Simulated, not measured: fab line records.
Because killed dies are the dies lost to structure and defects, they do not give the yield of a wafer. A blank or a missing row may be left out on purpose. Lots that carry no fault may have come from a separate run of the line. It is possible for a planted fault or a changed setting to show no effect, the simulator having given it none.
Split-lot experiment    flow n5Finfet    39 wafers read across 7 lots, on a route 1938 steps long

SPLIT DETAILS
At N5_MOL_CONTACT_COAG_ETCH_91 (etches SOC in N2/H2, target depth 60 nm, overetch 21 nm, time 101.2 s), the setting sourceW was moved away from the recipe's 840 W on 18 of the 39 wafers read, by -18.6% to +16.7%. The other wafers ran this setting at the recipe's value.

The split's own step is where the reading is taken.

THE READING
rfVppV, in V, at N5_MOL_CONTACT_COAG_ETCH_91 (etches SOC in N2/H2, target depth 60 nm, overetch 21 nm, time 101.2 s). A value of 523.5 V with a standard deviation of 2.4 V is what fault-free wafers of this fab line usually give.

wafer   tool, chamber at the split  sourceW as run, W  against the recipe  rfVppV, V  against lot-mates on the recipe
L074.1  rieDiel-06, 3               840                recipe              520.2      -
L074.2  rieDiel-06, 2               683.7              -18.6%              565.1      +44.7
L074.3  rieDiel-06, 1               683.7              -18.6%              559.3      +38.9
L074.4  rieDiel-06, 0               840                recipe              520.1      -
L074.5  rieDiel-06, 0               683.7              -18.6%              556.9      +36.5
L074.6  rieDiel-06, 3               840                recipe              520.9      -
L076.1  rieDiel-06, 3               840                recipe              521.8      -
L076.2  rieDiel-06, 2               895.8              +6.6%               515.3      -7.7
L076.3  rieDiel-06, 1               895.8              +6.6%               510.5      -12.5
L076.4  rieDiel-06, 0               840                recipe              521.1      -
L076.5  rieDiel-06, 3               895.8              +6.6%               508.8      -14.2
L076.6  rieDiel-06, 2               840                recipe              526.1      -
L077.1  rieDiel-06, 0               919.7              +9.5%               504.1      -18.2
L077.2  rieDiel-06, 2               919.7              +9.5%               509.6      -12.7
L077.3  rieDiel-06, 3               840                recipe              520.4      -
L077.4  rieDiel-06, 1               840                recipe              520.7      -
L077.5  rieDiel-06, 2               840                recipe              525.8      -
L077.6  rieDiel-06, 3               919.7              +9.5%               505.8      -16.5
L083.1  rieDiel-02, 1               840                recipe              525.2      -
L083.2  rieDiel-02, 3               840                recipe              523.4      -
L083.3  rieDiel-02, 0               840                recipe              524.3      -
L083.4  rieDiel-02, 2               694.8              -17.3%              558.0      +33.7
L083.5  rieDiel-02, 1               694.8              -17.3%              560.8      +36.5
L083.6  rieDiel-02, 2               694.8              -17.3%              558.4      +34.1
L082.1  rieDiel-02, 3               840                recipe              524.1      -
L082.4  rieDiel-02, 0               840                recipe              526.3      -
L082.5  rieDiel-02, 3               840                recipe              523.1      -
L085.1  rieDiel-02, 3               980.3              +16.7%              495.4      -29.2
L085.2  rieDiel-02, 1               980.3              +16.7%              501.2      -23.4
L085.3  rieDiel-02, 2               840                recipe              525.1      -
L085.4  rieDiel-02, 0               840                recipe              523.8      -
L085.5  rieDiel-02, 1               980.3              +16.7%              499.6      -25.0
L085.6  rieDiel-02, 2               840                recipe              524.8      -
L091.1  rieDiel-05, 1               840                recipe              524.8      -
L091.2  rieDiel-05, 3               840                recipe              523.7      -
L091.3  rieDiel-05, 2               937.8              +11.6%              504.7      -18.9
L091.4  rieDiel-05, 0               937.8              +11.6%              505.3      -18.3
L091.5  rieDiel-05, 3               840                recipe              522.4      -
L091.6  rieDiel-05, 0               937.8              +11.6%              505.8      -17.8

FIT RESULTS
A straight line over all 39 wafers: rfVppV changes by -1.82 V for each +1% of sourceW; r = -0.99; the points scatter about the line by 3 V.
The same after taking each lot's own level away (the mean of its wafers on the recipe; 39 wafers): -1.87 V for each +1%; r = -0.99; scatter 2.8 V.
The reading moves by 35 V for the largest change in sourceW, on that fit.
Across the lots, their own levels run from 520.40 to 524.57 V, a range of 1.7 times the standard deviation given above.
The two slopes are in agreement: the lot-to-lot level therefore moves the slope only a little.
Check: +35 V against its lot-mates is what the line predicts for one of the wafers moved furthest among these (-18.6%) when that wafer is left out of the fit. Against them it came out at +44.7 V.
Tool readings at the split's step, against how far the setting was moved: rfVppV r = -0.99.

OTHER SPLITS APPLIED TO THESE WAFERS
Note: prior to the reading, these wafers also went through further splits. Each is held against what the fit with the lots' levels taken away leaves over:
other split on the same wafers  wafers away from the commonest value  r with rfVppV (lot level and that fit taken away)
N5_HKMG_FIN_ETCH_58 sourceW     15                                    -0.15
N5_GATE_CUT_CUT_ETCH_54 biasW   12                                    -0.31

FILE'S OWN FIT
rfVppV changes by -1.86 V for each +1% of sourceW, r = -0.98.
